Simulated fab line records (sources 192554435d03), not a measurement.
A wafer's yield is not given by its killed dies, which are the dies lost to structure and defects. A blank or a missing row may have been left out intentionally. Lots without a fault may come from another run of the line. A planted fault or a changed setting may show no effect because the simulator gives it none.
Split-lot experiment :: flow n5_finfet :: on a route of 1938 steps: 7 lots, 39 wafers read

## SPLIT DETAILS
At N5_DUMMY_GATE_ETCH_32 (etches SiO2 in CF4, target depth 3.5 nm, time 3.9 s), the setting time_s was moved away from the recipe's 3.9 s on 15 of the 39 wafers read, by -19.1% to +22.2%. For the rest of the wafers, this setting stayed at what the recipe calls for.

The split's own step is where the reading is taken.

## THE READING
etch.depth_nm (the simulator's own value, which no gauge read), in nm, at N5_DUMMY_GATE_ETCH_32 (etches SiO2 in CF4, target depth 3.5 nm, time 3.9 s). The file does not state a usual value for it. The 24 wafers here that ran the recipe average 3.488 nm, standard deviation 0.061 nm.

wafer: L082.1
tool, chamber at the split: rie_si-05, 3
time_s as run, s: 4.159
against the recipe: +6.6%
etch.depth_nm, nm: 3.69
against lot-mates on the recipe: +0.165

wafer: L082.2
tool, chamber at the split: rie_si-05, 0
time_s as run, s: 4.159
against the recipe: +6.6%
etch.depth_nm, nm: 3.787
against lot-mates on the recipe: +0.262

wafer: L082.3
tool, chamber at the split: rie_si-05, 1
time_s as run, s: 3.9
against the recipe: recipe
etch.depth_nm, nm: 3.507
against lot-mates on the recipe: -

wafer: L082.4
tool, chamber at the split: rie_si-05, 1
time_s as run, s: 4.159
against the recipe: +6.6%
etch.depth_nm, nm: 3.723
against lot-mates on the recipe: +0.198

wafer: L082.5
tool, chamber at the split: rie_si-05, 0
time_s as run, s: 3.9
against the recipe: recipe
etch.depth_nm, nm: 3.568
against lot-mates on the recipe: -

wafer: L082.6
tool, chamber at the split: rie_si-05, 3
time_s as run, s: 3.9
against the recipe: recipe
etch.depth_nm, nm: 3.501
against lot-mates on the recipe: -

wafer: L083.1
tool, chamber at the split: rie_si-04, 0
time_s as run, s: 3.9
against the recipe: recipe
etch.depth_nm, nm: 3.461
against lot-mates on the recipe: -

wafer: L083.2
tool, chamber at the split: rie_si-04, 3
time_s as run, s: 3.9
against the recipe: recipe
etch.depth_nm, nm: 3.528
against lot-mates on the recipe: -

wafer: L083.4
tool, chamber at the split: rie_si-04, 1
time_s as run, s: 3.9
against the recipe: recipe
etch.depth_nm, nm: 3.55
against lot-mates on the recipe: -

wafer: L085.1
tool, chamber at the split: rie_si-05, 0
time_s as run, s: 3.9
against the recipe: recipe
etch.depth_nm, nm: 3.535
against lot-mates on the recipe: -

wafer: L085.2
tool, chamber at the split: rie_si-05, 2
time_s as run, s: 4.766
against the recipe: +22.2%
etch.depth_nm, nm: 4.351
against lot-mates on the recipe: +0.858

wafer: L085.3
tool, chamber at the split: rie_si-05, 3
time_s as run, s: 4.766
against the recipe: +22.2%
etch.depth_nm, nm: 4.246
against lot-mates on the recipe: +0.753

wafer: L085.4
tool, chamber at the split: rie_si-05, 1
time_s as run, s: 3.9
against the recipe: recipe
etch.depth_nm, nm: 3.488
against lot-mates on the recipe: -

wafer: L085.5
tool, chamber at the split: rie_si-05, 0
time_s as run, s: 4.766
against the recipe: +22.2%
etch.depth_nm, nm: 4.345
against lot-mates on the recipe: +0.852

wafer: L085.6
tool, chamber at the split: rie_si-05, 1
time_s as run, s: 3.9
against the recipe: recipe
etch.depth_nm, nm: 3.456
against lot-mates on the recipe: -

wafer: L088.1
tool, chamber at the split: rie_si-02, 2
time_s as run, s: 3.9
against the recipe: recipe
etch.depth_nm, nm: 3.389
against lot-mates on the recipe: -

wafer: L088.2
tool, chamber at the split: rie_si-02, 0
time_s as run, s: 3.9
against the recipe: recipe
etch.depth_nm, nm: 3.552
against lot-mates on the recipe: -

wafer: L088.3
tool, chamber at the split: rie_si-02, 3
time_s as run, s: 3.9
against the recipe: recipe
etch.depth_nm, nm: 3.462
against lot-mates on the recipe: -

wafer: L088.4
tool, chamber at the split: rie_si-02, 1
time_s as run, s: 3.9
against the recipe: recipe
etch.depth_nm, nm: 3.388
against lot-mates on the recipe: -

wafer: L088.5
tool, chamber at the split: rie_si-02, 0
time_s as run, s: 3.9
against the recipe: recipe
etch.depth_nm, nm: 3.583
against lot-mates on the recipe: -

wafer: L088.6
tool, chamber at the split: rie_si-02, 3
time_s as run, s: 3.9
against the recipe: recipe
etch.depth_nm, nm: 3.514
against lot-mates on the recipe: -

wafer: L091.1
tool, chamber at the split: rie_si-02, 2
time_s as run, s: 3.9
against the recipe: recipe
etch.depth_nm, nm: 3.402
against lot-mates on the recipe: -

wafer: L091.2
tool, chamber at the split: rie_si-02, 0
time_s as run, s: 3.528
against the recipe: -9.5%
etch.depth_nm, nm: 3.212
against lot-mates on the recipe: -0.244

wafer: L091.3
tool, chamber at the split: rie_si-02, 1
time_s as run, s: 3.9
against the recipe: recipe
etch.depth_nm, nm: 3.416
against lot-mates on the recipe: -

wafer: L091.4
tool, chamber at the split: rie_si-02, 3
time_s as run, s: 3.528
against the recipe: -9.5%
etch.depth_nm, nm: 3.189
against lot-mates on the recipe: -0.267

wafer: L091.5
tool, chamber at the split: rie_si-02, 0
time_s as run, s: 3.9
against the recipe: recipe
etch.depth_nm, nm: 3.551
against lot-mates on the recipe: -

wafer: L091.6
tool, chamber at the split: rie_si-02, 3
time_s as run, s: 3.528
against the recipe: -9.5%
etch.depth_nm, nm: 3.151
against lot-mates on the recipe: -0.305

wafer: L095.1
tool, chamber at the split: rie_si-02, 0
time_s as run, s: 3.156
against the recipe: -19.1%
etch.depth_nm, nm: 2.887
against lot-mates on the recipe: -0.605

wafer: L095.2
tool, chamber at the split: rie_si-02, 2
time_s as run, s: 3.156
against the recipe: -19.1%
etch.depth_nm, nm: 2.747
against lot-mates on the recipe: -0.745

wafer: L095.3
tool, chamber at the split: rie_si-02, 3
time_s as run, s: 3.9
against the recipe: recipe
etch.depth_nm, nm: 3.534
against lot-mates on the recipe: -

wafer: L095.4
tool, chamber at the split: rie_si-02, 1
time_s as run, s: 3.9
against the recipe: recipe
etch.depth_nm, nm: 3.392
against lot-mates on the recipe: -

wafer: L095.5
tool, chamber at the split: rie_si-02, 0
time_s as run, s: 3.9
against the recipe: recipe
etch.depth_nm, nm: 3.55
against lot-mates on the recipe: -

wafer: L095.6
tool, chamber at the split: rie_si-02, 3
time_s as run, s: 3.156
against the recipe: -19.1%
etch.depth_nm, nm: 2.845
against lot-mates on the recipe: -0.647

wafer: L097.1
tool, chamber at the split: rie_si-04, 0
time_s as run, s: 3.9
against the recipe: recipe
etch.depth_nm, nm: 3.434
against lot-mates on the recipe: -

wafer: L097.2
tool, chamber at the split: rie_si-04, 1
time_s as run, s: 3.9
against the recipe: recipe
etch.depth_nm, nm: 3.518
against lot-mates on the recipe: -

wafer: L097.3
tool, chamber at the split: rie_si-04, 3
time_s as run, s: 4.348
against the recipe: +11.5%
etch.depth_nm, nm: 3.889
against lot-mates on the recipe: +0.426

wafer: L097.4
tool, chamber at the split: rie_si-04, 2
time_s as run, s: 3.9
against the recipe: recipe
etch.depth_nm, nm: 3.438
against lot-mates on the recipe: -

wafer: L097.5
tool, chamber at the split: rie_si-04, 0
time_s as run, s: 4.348
against the recipe: +11.5%
etch.depth_nm, nm: 3.839
against lot-mates on the recipe: +0.376

wafer: L097.6
tool, chamber at the split: rie_si-04, 3
time_s as run, s: 4.348
against the recipe: +11.5%
etch.depth_nm, nm: 3.887
against lot-mates on the recipe: +0.424

FIT RESULTS
A straight line over all 39 wafers: etch.depth_nm changes by +0.0354 nm for each +1% of time_s; r = +0.99; the points scatter about the line by 0.058 nm.
The same after taking each lot's own level away (the mean of its wafers on the recipe; 39 wafers): +0.0352 nm for each +1%; r = +0.99; scatter 0.057 nm.
That fit puts the effect of the largest move of time_s on the reading at 0.78 nm.
The lots' own levels span 3.4563 to 3.5253 nm, that is 1.1 times the standard deviation above.
Consequently the slope shifts little with the lot-to-lot level, the two slopes agreeing.
Check: with one of the wafers moved furthest among these (+22.2%) left out of the fit, the line predicts +0.774 nm for it against its lot-mates. Against them it came out at +0.858 nm.

## THE OTHER SPLITS THESE WAFERS WENT THROUGH
These wafers also went through other splits before the reading. Each is held against what the fit with the lots' levels taken away leaves over:
other split on the same wafers: N5_FIN_SAQP_SPACER2_ALD_28 temp_c
wafers away from the commonest value: 15
r with etch.depth_nm (lot level and that fit taken away): -0.03

## THE FILE'S OWN FIT
etch.depth_nm changes by +0.0352 nm for each +1% of time_s, r = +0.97.
